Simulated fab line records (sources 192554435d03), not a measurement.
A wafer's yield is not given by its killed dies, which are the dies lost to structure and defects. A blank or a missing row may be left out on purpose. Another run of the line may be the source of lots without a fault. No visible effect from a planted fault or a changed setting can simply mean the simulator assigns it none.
What tool caused it? | flow n5 finfet | 24 lots, 72 wafers sampled, at 5 steps of a route of 1938

== WHAT THE GAUGES SHOWED, per wafer ==
N5_BEOL_M8_CD_MEAS_35: the cd target is 40 nm. Usual: cd nm reads 39.7 nm (standard deviation 0.72).
lot  | measured     | on        | cd nm (nm)     | flag
L075 | day 9 18:28  | cd sem-01 | 39.2 39.5 39.4 |
L074 | day 9 18:50  | cd sem-02 | 39.3 40.2 38.9 |
L076 | day 9 20:59  | cd sem-03 | 40.0 40.4 40.6 |
L077 | day 10 15:43 | cd sem-01 | 38.9 39.5 38.4 |
L078 | day 10 16:17 | cd sem-03 | 38.8 40.2 40.4 |
L079 | day 10 18:56 | cd sem-03 | 39.9 39.1 40.1 |
L080 | day 11 01:33 | cd sem-01 | 41.6 41.0 40.9 |
L082 | day 11 11:20 | cd sem-01 | 40.1 39.6 39.2 |
L081 | day 11 11:54 | cd sem-02 | 39.5 39.0 39.9 |
L084 | day 11 14:32 | cd sem-02 | 39.7 39.4 39.6 |
L083 | day 11 14:46 | cd sem-01 | 39.6 40.8 40.2 |
L085 | day 12 12:23 | cd sem-02 | 40.2 40.1 39.5 |
L086 | day 12 18:02 | cd sem-02 | 40.1 39.9 39.7 |
L087 | day 13 01:10 | cd sem-03 | 40.8 38.8 38.8 |
L088 | day 13 03:33 | cd sem-01 | 40.5 38.9 40.8 |
L089 | day 13 12:04 | cd sem-03 | 39.9 39.1 40.3 |
L090 | day 13 22:46 | cd sem-02 | 40.6 40.3 39.8 |
L091 | day 14 00:56 | cd sem-01 | 39.2 40.6 40.0 |
L092 | day 14 09:58 | cd sem-03 | 39.9 38.9 38.3 |
L093 | day 14 19:16 | cd sem-02 | 39.3 38.9 39.0 |
L094 | day 14 19:20 | cd sem-02 | 40.7 40.2 39.6 |
L095 | day 15 06:42 | cd sem-01 | 39.7 39.8 40.6 |
L097 | day 15 10:11 | cd sem-02 | 39.6 39.4 40.0 |
L096 | day 15 10:17 | cd sem-03 | 39.6 39.6 39.1 |

N5_BEOL_M9_CD_MEAS_18: pitch 140 nm, target cd 70 nm. Usual: cd nm reads 69.7 nm (standard deviation 0.81).
lot  | measured     | on        | cd nm (nm)     | flag
L075 | day 10 01:37 | cd sem-02 | 69.3 69.1 69.9 |
L074 | day 10 02:05 | cd sem-02 | 69.7 69.4 69.1 |
L076 | day 10 02:31 | cd sem-03 | 69.8 67.9 70.1 |
L077 | day 10 20:26 | cd sem-02 | 68.7 71.1 69.2 |
L078 | day 11 00:06 | cd sem-01 | 70.9 70.4 68.9 |
L079 | day 11 01:05 | cd sem-03 | 69.8 69.5 69.3 |
L080 | day 11 08:51 | cd sem-02 | 68.9 69.3 69.2 |
L082 | day 11 16:17 | cd sem-02 | 69.5 70.1 69.6 |
L081 | day 11 17:45 | cd sem-03 | 71.1 70.8 71.2 |
L084 | day 11 20:18 | cd sem-02 | 71.0 70.2 70.3 |
L083 | day 11 20:09 | cd sem-01 | 69.5 69.7 68.8 |
L085 | day 12 19:08 | cd sem-03 | 69.7 71.0 69.6 |
L086 | day 13 00:18 | cd sem-01 | 71.0 69.9 71.3 |
L087 | day 13 10:21 | cd sem-01 | 70.6 70.6 70.1 |
L088 | day 13 10:36 | cd sem-01 | 70.1 70.4 69.9 |
L089 | day 13 19:44 | cd sem-02 | 69.9 68.6 68.7 |
L090 | day 14 05:38 | cd sem-02 | 69.5 70.6 70.3 |
L091 | day 14 07:38 | cd sem-02 | 71.1 69.0 69.6 |
L092 | day 14 16:58 | cd sem-01 | 68.5 69.3 69.5 |
L093 | day 15 02:29 | cd sem-03 | 69.8 69.8 69.6 |
L094 | day 15 02:46 | cd sem-02 | 69.0 70.4 69.6 |
L095 | day 15 14:37 | cd sem-03 | 69.0 69.7 70.1 |
L097 | day 15 15:43 | cd sem-03 | 70.1 68.8 68.8 |
L096 | day 15 16:59 | cd sem-03 | 71.0 68.3 69.5 |

N5_BEOL_M9_OVL_MEAS_29. Usual: V8_OVL typically reads -0.1 nm, with standard deviation 0.72.
lot  | measured     | on         | V8_OVL (nm)    | flag
L075 | day 10 04:07 | overlay-02 | 0.6 0.7 0.3    |
L074 | day 10 04:10 | overlay-02 | 1.0 0.9 0.6    |
L076 | day 10 04:20 | overlay-02 | -0.5 0.0 -0.5  |
L077 | day 10 23:16 | overlay-01 | 0.1 -0.1 1.1   |
L078 | day 11 00:35 | overlay-01 | -0.7 -0.4 -0.7 |
L079 | day 11 01:32 | overlay-02 | 1.0 0.8 0.2    |
L080 | day 11 10:37 | overlay-02 | 0.8 -0.7 -0.5  |
L082 | day 11 18:11 | overlay-01 | 0.8 0.4 0.9    |
L081 | day 11 18:14 | overlay-01 | 0.6 0.9 1.0    |
L084 | day 11 22:56 | overlay-02 | 0.0 -0.3 -0.7  |
L083 | day 11 22:45 | overlay-01 | -0.6 -1.0 0.0  |
L085 | day 12 20:16 | overlay-01 | 0.3 0.9 -1.3   |
L086 | day 13 00:40 | overlay-02 | -0.3 -0.4 -1.1 |
L087 | day 13 11:23 | overlay-02 | -0.5 -0.7 -0.1 |
L088 | day 13 11:26 | overlay-01 | -0.3 -0.5 0.6  |
L089 | day 13 21:35 | overlay-02 | -0.2 -0.3 -0.7 |
L090 | day 14 08:04 | overlay-01 | 1.4 1.4 0.9    |
L091 | day 14 08:14 | overlay-02 | -0.7 -0.8 -1.3 |
L092 | day 14 18:14 | overlay-02 | -0.6 -0.9 -0.6 |
L093 | day 15 02:49 | overlay-02 | 0.6 0.1 0.4    |
L094 | day 15 05:34 | overlay-01 | -0.7 -0.1 0.6  |
L095 | day 15 15:25 | overlay-01 | -1.5 -0.6 -1.0 |
L097 | day 15 16:13 | overlay-01 | -0.7 0.4 -0.4  |
L096 | day 15 17:57 | overlay-01 | 0.0 -0.5 -0.6  |

== TOOL THAT RAN EACH LOT (tool first, then ch and the chambers of the sampled wafers, then the start) ==
lot  | N5_BEOL_M8_STRIP_80                           | N5_BEOL_M9_ETCH_61
L075 | rie diel-05 ch 0,1,3, day 9 18:28 or earlier  | rie diel-06 ch 1,2, day 10 01:05
L074 | rie diel-04 ch 0,2, day 9 18:50 or earlier    | rie diel-03 ch 0,1, day 10 01:37
L076 | rie diel-05 ch 0,1, day 9 20:59 or earlier    | rie diel-06 ch 0,1, day 10 02:05
L077 | rie diel-04 ch 0,3, day 10 15:43 or earlier   | rie diel-06 ch 0,1,3, day 10 20:01
L078 | rie diel-05 ch 0,1,3, day 10 16:17 or earlier | rie diel-02 ch 0,2,3, day 10 23:29
L079 | rie diel-04 ch 0,2,3, day 10 18:56 or earlier | rie diel-03 ch 2,3, day 11 00:35
L080 | rie diel-04 ch 1,3, day 11 01:33 or earlier   | rie diel-03 ch 0,2, day 11 08:26
L082 | rie diel-05 ch 1,2,3, day 11 11:20 or earlier | rie diel-03 ch 0,2,3, day 11 15:52
L081 | rie diel-04 ch 1,3, day 11 11:54 or earlier   | rie diel-03 ch 0,3, day 11 17:17
L084 | rie diel-04 ch 0,2,3, day 11 14:32 or earlier | rie diel-03 ch 1,2,3, day 11 19:53
L083 | rie diel-05 ch 1,2,3, day 11 14:46 or earlier | rie diel-03 ch 0,1,2, day 11 19:38
L085 | rie diel-05 ch 0,1, day 12 12:23 or earlier   | rie diel-06 ch 1,2,3, day 12 18:43
L086 | rie diel-05 ch 0,1,2, day 12 18:02 or earlier | rie diel-03 ch 2,3, day 12 23:53
L087 | rie diel-05 ch 0,2,3, day 13 01:10 or earlier | rie diel-02 ch 0,2,3, day 13 09:56
L088 | rie diel-04 ch 0,3, day 13 03:33 or earlier   | rie diel-02 ch 0,2,3, day 13 10:11
L089 | rie diel-01 ch 1,2,3, day 13 12:04 or earlier | rie diel-02 ch 0,1, day 13 19:17
L090 | rie diel-01 ch 0,3, day 13 22:46 or earlier   | rie diel-02 ch 1,2,3, day 14 05:14
L091 | rie diel-01 ch 1,2,3, day 14 00:56 or earlier | rie diel-06 ch 0,1, day 14 07:13
L092 | rie diel-04 ch 0,1, day 14 09:58 or earlier   | rie diel-06 ch 1,3, day 14 16:32
L093 | rie diel-05 ch 0,1,3, day 14 19:16 or earlier | rie diel-02 ch 0,2,3, day 15 02:03
L094 | rie diel-04 ch 1,2, day 14 19:20 or earlier   | rie diel-03 ch 2,3, day 15 02:07
L095 | rie diel-04 ch 0,3, day 15 06:42 or earlier   | rie diel-03 ch 0,2,3, day 15 14:06
L097 | rie diel-05 ch 1,2,3, day 15 10:11 or earlier | rie diel-02 ch 0,1,2, day 15 15:11
L096 | rie diel-04 ch 1,2, day 15 10:17 or earlier   | rie diel-03 ch 0,2,3, day 15 16:18
- N5_BEOL_M8_STRIP_80: strips in N2/H2, time 10 s.
- N5_BEOL_M9_ETCH_61: etches SiARC in CF4, target depth 39 nm, time 65 s.

== AS READ BY THE TOOLS THEMSELVES (means over the sampled wafers that have a number; for cases with no such wafer, the mark the record gives instead) ==
N5_BEOL_M8_STRIP_80. Usual: drypump motor current A 5.5 A, standard deviation 0.38; oes product au 0.81 a.u., standard deviation 0.091; rf vpp V 59.0 V, standard deviation 0.91; showerhead plenum p Torr 2.53 Torr, standard deviation 0.11; temp c 40.01 C, standard deviation 0.12; throttle valve pct 23.6 %, standard deviation 0.36.
lot  | tool        | drypump motor current A (A) | oes product au (a.u.) | rf vpp V (V) | showerhead plenum p Torr (Torr) | temp c (C) | throttle valve pct (%) | flag
L075 | rie diel-05 | 5.1                         | 0.73                  | 59.6         | 2.50                            | 40.08      | 23.6                   |
L074 | rie diel-04 | 5.9                         | 0.83                  | 59.2         | 2.58                            | 40.01      | 23.3                   |
L076 | rie diel-05 | 5.4                         | 0.75                  | 59.0         | 2.45                            | 39.95      | 23.6                   |
L077 | rie diel-04 | 5.7                         | 0.88                  | 58.5         | 2.60                            | 40.05      | 23.2                   |
L078 | rie diel-05 | 5.1                         | 0.72                  | 59.6         | 2.49                            | 40.13      | 23.6                   |
L079 | rie diel-04 | 5.6                         | 0.90                  | 59.1         | 2.59                            | 39.99      | 23.3                   |
L080 | rie diel-04 | 5.3                         | 0.91                  | 59.0         | 2.65                            | 40.07      | 23.4                   |
L082 | rie diel-05 | 5.4                         | 0.74                  | 59.1         | 2.46                            | 40.03      | 23.7                   |
L081 | rie diel-04 | 5.4                         | 0.93                  | 59.6         | 2.68                            | 40.07      | 23.5                   |
L084 | rie diel-04 | 5.6                         | 0.89                  | 59.0         | 2.58                            | 40.12      | 23.3                   |
L083 | rie diel-05 | 5.4                         | 0.74                  | 58.8         | 2.46                            | 40.06      | 23.7                   |
L085 | rie diel-05 | 5.4                         | 0.73                  | 59.0         | 2.44                            | 40.04      | 23.7                   |
L086 | rie diel-05 | 5.4                         | 0.73                  | 57.8         | 2.40                            | 40.17      | 24.0                   |
L087 | rie diel-05 | 5.2                         | 0.80                  | 58.8         | 2.45                            | 39.95      | 23.8                   |
L088 | rie diel-04 | 5.4                         | 0.84                  | 58.5         | 2.59                            | 39.96      | 23.2                   |
L089 | rie diel-01 | 5.5                         | 0.73                  | 59.5         | 2.56                            | 40.05      | 23.6                   |
L090 | rie diel-01 | 6.0                         | 0.79                  | 58.8         | 2.50                            | 40.07      | 23.6                   |
L091 | rie diel-01 | 5.5                         | 0.73                  | 60.1         | 2.55                            | 40.03      | 23.6                   |
L092 | rie diel-04 | 5.7                         | 0.88                  | 59.6         | 2.66                            | 40.03      | 23.6                   |
L093 | rie diel-05 | 5.1                         | 0.78                  | 58.8         | 2.48                            | 39.93      | 23.5                   |
L094 | rie diel-04 | 5.7                         | 0.88                  | 59.6         | 2.60                            | 39.91      | 23.6                   |
L095 | rie diel-04 | 5.3                         | 0.82                  | 58.7         | 2.58                            | 40.09      | 23.3                   |
L097 | rie diel-05 | 5.4                         | 0.78                  | 59.2         | 2.45                            | 40.04      | 23.7                   |
L096 | rie diel-04 | 5.6                         | 0.88                  | 58.1         | 2.66                            | 39.91      | 23.7                   |

N5_BEOL_M9_ETCH_61. Usual: drypump motor current A 5.9 A (standard deviation 0.45); etch rf on time s 66.2 s (standard deviation 2.3); mfc ar sccm 100.01 sccm (standard deviation 0.3); oes product au 0.69 a.u. (standard deviation 0.077); rf vpp V 184.0 V (standard deviation 1.2); showerhead plenum p Torr 2.14 Torr (standard deviation 0.059); throttle valve pct 15.6 % (standard deviation 0.32).
lot  | tool        | drypump motor current A (A) | etch rf on time s (s) | mfc ar sccm (sccm) | oes product au (a.u.) | rf vpp V (V) | showerhead plenum p Torr (Torr) | throttle valve pct (%) | flag
L075 | rie diel-06 | 5.4                         | 66.9                  | 100.08             | 0.68                  | 184.3        | 2.13                            | 15.8                   |
L074 | rie diel-03 | 6.0                         | 65.2                  | 99.64              | 0.75                  | 183.2        | 2.07                            | 15.3                   |
L076 | rie diel-06 | 5.9                         | 61.8                  | 99.91              | 0.74                  | 183.9        | 2.15                            | 15.7                   |
L077 | rie diel-06 | 5.6                         | 63.2                  | 99.68              | 0.74                  | 184.8        | 2.17                            | 15.5                   |
L078 | rie diel-02 | 5.8                         | 64.5                  | 100.06             | 0.70                  | 185.0        | 2.14                            | 15.5                   |
L079 | rie diel-03 | 6.3                         | 68.1                  | 100.01             | 0.69                  | 184.4        | 2.19                            | 15.6                   |
L080 | rie diel-03 | 6.3                         | 66.8                  | 99.84              | 0.77                  | 184.6        | 2.11                            | 15.1                   |
L082 | rie diel-03 | 6.2                         | 68.1                  | 100.00             | 0.70                  | 184.5        | 2.15                            | 15.4                   |
L081 | rie diel-03 | 5.9                         | 68.5                  | 99.91              | 0.63                  | 184.2        | 2.16                            | 15.6                   |
L084 | rie diel-03 | 6.0                         | 67.4                  | 100.17             | 0.64                  | 184.2        | 2.15                            | 15.8                   |
L083 | rie diel-03 | 6.2                         | 65.8                  | 100.15             | 0.72                  | 183.9        | 2.10                            | 15.5                   |
L085 | rie diel-06 | 5.4                         | 66.3                  | 99.95              | 0.69                  | 183.2        | 2.16                            | 15.6                   |
L086 | rie diel-03 | 6.0                         | 68.1                  | 99.96              | 0.61                  | 184.4        | 2.19                            | 15.7                   |
L087 | rie diel-02 | 5.9                         | 65.5                  | 100.08             | 0.67                  | 183.7        | 2.13                            | 15.6                   |
L088 | rie diel-02 | 5.9                         | 65.8                  | 99.97              | 0.67                  | 183.6        | 2.13                            | 15.6                   |
L089 | rie diel-02 | 6.4                         | 67.4                  | 99.68              | 0.59                  | 185.6        | 2.19                            | 15.6                   |
L090 | rie diel-02 | 6.0                         | 67.2                  | 99.65              | 0.69                  | 183.4        | 2.11                            | 15.5                   |
L091 | rie diel-06 | 5.7                         | 62.6                  | 100.29             | 0.73                  | 183.5        | 2.11                            | 15.6                   |
L092 | rie diel-06 | 5.5                         | 63.0                  | 99.76              | 0.74                  | 184.7        | 2.14                            | 15.4                   |
L093 | rie diel-02 | 5.9                         | 66.0                  | 100.04             | 0.73                  | 184.1        | 2.13                            | 15.4                   |
L094 | rie diel-03 | 6.0                         | 66.6                  | 100.06             | 0.76                  | 183.7        | 2.18                            | 15.5                   |
L095 | rie diel-03 | 6.2                         | 66.8                  | 100.00             | 0.74                  | 184.1        | 2.14                            | 15.3                   |
L097 | rie diel-02 | 6.3                         | 67.0                  | 100.01             | 0.71                  | 184.4        | 2.15                            | 15.4                   |
L096 | rie diel-03 | 6.2                         | 66.2                  | 100.03             | 0.74                  | 183.5        | 2.14                            | 15.3                   |

== THE ANSWER, worked out from the rows above alone ==
Rule: a lot counts as off when the mean over its wafers that have a number is more than 3 standard deviations away from the usual mean. Also off: a lot with no number at a reading for which 4 or more lots have one. Any other lot the step has rows for is counted as sound. Order of review: gauges by route order, followed by the tools' own readings, for which a lot's mean as printed above is used. The first step at which some lot is off is used, and at that step the reading that is off furthest; a lot without a number counts as furthest.
Nothing can be told from this: no lot is off at any reading shown.

== WHAT HAD BEEN PUT IN BY THE SIMULATOR ==
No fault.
